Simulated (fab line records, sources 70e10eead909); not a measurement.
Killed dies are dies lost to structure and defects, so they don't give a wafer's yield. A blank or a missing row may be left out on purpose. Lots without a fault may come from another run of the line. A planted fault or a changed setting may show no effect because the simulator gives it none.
Chamber matching | flow nand_harc | NHARC_A_STAIRCASE_ALD_415 on ald_hk-02: 4 sister chambers
The step deposits SiO2, target thk 30 nm, pulse time 6 s, ald cycles 300. 8 wafers are shown with their chamber, then 9 later ones without.

WAFERS WITH THEIR CHAMBER
wafer  | chamber | heater_power_w (W) | precursor_pulse_height_rel
L081.6 | 1       | 472                | 0.973
L087.2 | 2       | 449                | 1.018
L087.5 | 3       | 465                | 1.016
L090.3 | 1       | 507                | 0.937
L090.5 | 3       | 468                | 0.976
L092.1 | 2       | 441                | 1.031
L092.3 | 0       | 462                | 1.000
L092.6 | 0       | 467                | 1.015

WAFERS WITHOUT THEIR CHAMBER
wafer  | heater_power_w (W) | precursor_pulse_height_rel
L095.2 | 472                | 0.987
L095.3 | 443                | 1.024
L095.4 | 496                | 0.984
L094.2 | 485                | 1.037
L094.3 | 482                | 0.988
L094.6 | 496                | 1.008
L097.1 | 479                | 1.018
L097.5 | 449                | 1.018
L097.6 | 473                | 0.957

WHICH CHAMBER EACH WENT THROUGH
wafer  | from the rows above               | in truth
L095.2 | can't be placed: 3 or 0 or 1      | 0
L095.3 | can't be placed: 2 or 0           | 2
L095.4 | can't be placed: 1 or 3 or 0      | 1
L094.2 | can't be placed: 0 or 3 or 2 or 1 | 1
L094.3 | can't be placed: 3 or 0 or 1      | 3
L094.6 | can't be placed: 3 or 0 or 1 or 2 | 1
L097.1 | can't be placed: 0 or 3 or 2 or 1 | 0
L097.5 | can't be placed: 2 or 0 or 3      | 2
L097.6 | can't be placed: 1 or 3 or 0      | 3
Placed correctly: 0 of 9. Can't be placed from these rows: 9 (the true chamber is among the candidates in 9). Placed wrongly: 0.
How it was worked out, from the rows above alone: a wafer's distance from a chamber is the root of the sum, over the readings, of the square of ((its reading less the chamber's mean) divided by the reading's scatter). The wafer belongs to the nearest chamber; if the next one is less than 2 further off, it can't be placed. A chamber's mean is the mean of its shown wafers. The scatter: the root of (the sum of the squares of (reading less its chamber's mean) over the shown wafers, divided by (wafers less chambers)).
